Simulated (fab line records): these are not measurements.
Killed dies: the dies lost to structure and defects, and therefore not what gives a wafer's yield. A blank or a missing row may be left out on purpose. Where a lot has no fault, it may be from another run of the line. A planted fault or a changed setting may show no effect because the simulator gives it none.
Split-lot study    flow n5Finfet    21 wafers read across 7 lots, on a route 1938 steps long

== ABOUT THE SPLIT ==
At N5_MOL_CONTACT_COAG_COAT_62 (time 60 s, resist thk 60 nm), the setting spinRpm was moved away from the recipe's 1500 rpm on 6 of the 21 wafers read, by -9.5% to +7.6%. For the rest of the wafers, this setting stayed at what the recipe calls for.

== FROM THE SPLIT TO THE READING: what the file shows between them, 10 steps ==
- N5_MOL_CONTACT_COAG_COAT_63: time 60 s, resist thk 10 nm
- N5_MOL_CONTACT_COAG_COAT_64: time 60 s, resist thk 10 nm
- N5_MOL_CONTACT_COAG_ALD_133: deposits SiO2, target thk 5 nm, pulse time 1 s, co reactant pulse time 1 s
- N5_MOL_CONTACT_COAG_ETCHBACK_134: etches SiO2 in CHF3, target depth 10 nm, time 6.7 s
- N5_MOL_CONTACT_COAG_ETCH_67: etches SOC in N2/H2, target depth 60 nm, overetch 21 nm, time 101.2 s
- N5_MOL_CONTACT_COAG_STRIP_68: strips in N2/H2
- N5_MOL_CONTACT_COAG_STRIP_69: strips in N2/H2
- N5_MOL_CONTACT_COAG_ETCHBACK_136: etches SiO2 in CHF3, target depth 25 nm, time 16.7 s
- N5_MOL_CONTACT_COAG_STRIP_120: strips in CHF3
- N5_MOL_CONTACT_COAG_VIA_ETCH_117: etches SiO2 in C4F6/O2, target depth 40 nm, overetch 8 nm, time 26 s

== THE READING ==
SOC_of_MOL_CONTACT_COAG_COAT_62.thkNm (the simulator's own value, which no gauge read), in nm, at N5_MOL_CONTACT_COAG_ETCH_124 (etches SiNx in CH3F/O2, stops on SiOC, target depth 6.5 nm). No usual value for it is given in the file. Across the 15 wafers here that went through the recipe, the average is 48.6 nm and the standard deviation 0.27 nm.

wafer   tool, chamber at the split  spinRpm as run, rpm  against the recipe  SOC_of_MOL_CONTACT_COAG_COAT_62.thkNm, nm  against lot-mates on the recipe
L081.1  lithoTrack-02, 0            1500                 recipe              48.6                                       -
L081.2  lithoTrack-02, 0            1434                 -4.4%               49.6                                       +0.9
L081.6  lithoTrack-02, 0            1500                 recipe              48.8                                       -
L083.1  lithoTrack-04, 0            1372                 -8.5%               51                                         +2.5
L083.2  lithoTrack-04, 0            1500                 recipe              48.8                                       -
L083.4  lithoTrack-04, 0            1500                 recipe              48.2                                       -
L088.1  lithoTrack-01, 0            1500                 recipe              48.6                                       -
L088.5  lithoTrack-01, 0            1614                 +7.6%               46.4                                       -2.1
L088.6  lithoTrack-01, 0            1500                 recipe              48.4                                       -
L090.2  lithoTrack-04, 0            1500                 recipe              48.6                                       -
L090.3  lithoTrack-04, 0            1500                 recipe              48.4                                       -
L090.4  lithoTrack-04, 0            1358                 -9.5%               51.4                                       +2.9
L091.2  lithoTrack-02, 0            1500                 recipe              49                                         -
L091.5  lithoTrack-02, 0            1500                 recipe              49                                         -
L091.3  lithoTrack-02, 0            1602                 +6.8%               46.8                                       -2.2
L092.3  lithoTrack-02, 0            1500                 recipe              48.4                                       -
L092.4  lithoTrack-02, 0            1500                 recipe              48.8                                       -
L092.6  lithoTrack-02, 0            1500                 recipe              48.6                                       -
L093.2  lithoTrack-02, 0            1500                 recipe              48                                         -
L093.3  lithoTrack-02, 0            1500                 recipe              48.6                                       -
L093.4  lithoTrack-02, 0            1407                 -6.2%               50.2                                       +1.9

FIT RESULTS
A straight line over all 21 wafers: SOC_of_MOL_CONTACT_COAG_COAT_62.thkNm changes by -0.279 nm for each +1% of spinRpm; r = -0.98; the points scatter about the line by 0.25 nm.
The same after taking each lot's own level away (the mean of its wafers on the recipe; 21 wafers): -0.295 nm for each +1%; r = -0.99; scatter 0.2 nm.
The reading moves by 2.8 nm for the largest change in spinRpm, on that fit.
Across the lots, their own levels run from 48.30 to 49.00 nm, a range of 2.6 times the standard deviation given above.
So the lot-to-lot level changes the slope little: the two slopes agree.
Check: for one of the wafers moved furthest among these (-9.5%), held out of the fit, the line's prediction against its lot-mates is +2.73 nm. Against them it came out at +2.9 nm.

== OTHER SPLITS ON THESE WAFERS ==
These wafers also went through other splits before the reading. Each is held against what the fit with the lots' levels taken away leaves over:
other split on the same wafers         wafers away from the commonest value  r with SOC_of_MOL_CONTACT_COAG_COAT_62.thkNm (lot level and that fit taken away)
N5_GATE_CUT_ETCH_58 timeS              10                                    +0.17
N5_MOL_CONTACT_COAG_VIA_ETCH_46 biasW  7                                     +0.17

== THE WHOLE CHAIN: every reading that the file lists as answering this split, in the file's order ==
step                              what it does                                                           reading                                                                                 change (the file's fit)                r (the file's)
N5_MOL_CONTACT_COAG_COAT_62       time 60 s, resist thk 60 nm                                            SOC_of_MOL_CONTACT_COAG_COAT_62.thkNm (the simulator's own value, which no gauge read)  -0.312 nm for each +1% of the setting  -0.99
N5_MOL_CONTACT_COAG_ETCH_67       etches SOC in N2/H2, target depth 60 nm, overetch 21 nm, time 101.2 s  etch.depthNm (the simulator's own value, which no gauge read)                           -0.303 nm for each +1% of the setting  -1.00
N5_MOL_CONTACT_COAG_ETCHBACK_136  etches SiO2 in CHF3, target depth 25 nm, time 16.7 s                   SOC_of_MOL_CONTACT_COAG_COAT_62.thkNm (the simulator's own value, which no gauge read)  -0.303 nm for each +1% of the setting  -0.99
N5_MOL_CONTACT_COAG_ETCH_124      etches SiNx in CH3F/O2, stops on SiOC, target depth 6.5 nm             SOC_of_MOL_CONTACT_COAG_COAT_62.thkNm (the simulator's own value, which no gauge read)  -0.294 nm for each +1% of the setting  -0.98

== FILE'S OWN FIT ==
SOC_of_MOL_CONTACT_COAG_COAT_62.thkNm changes by -0.294 nm for each +1% of spinRpm, r = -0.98.
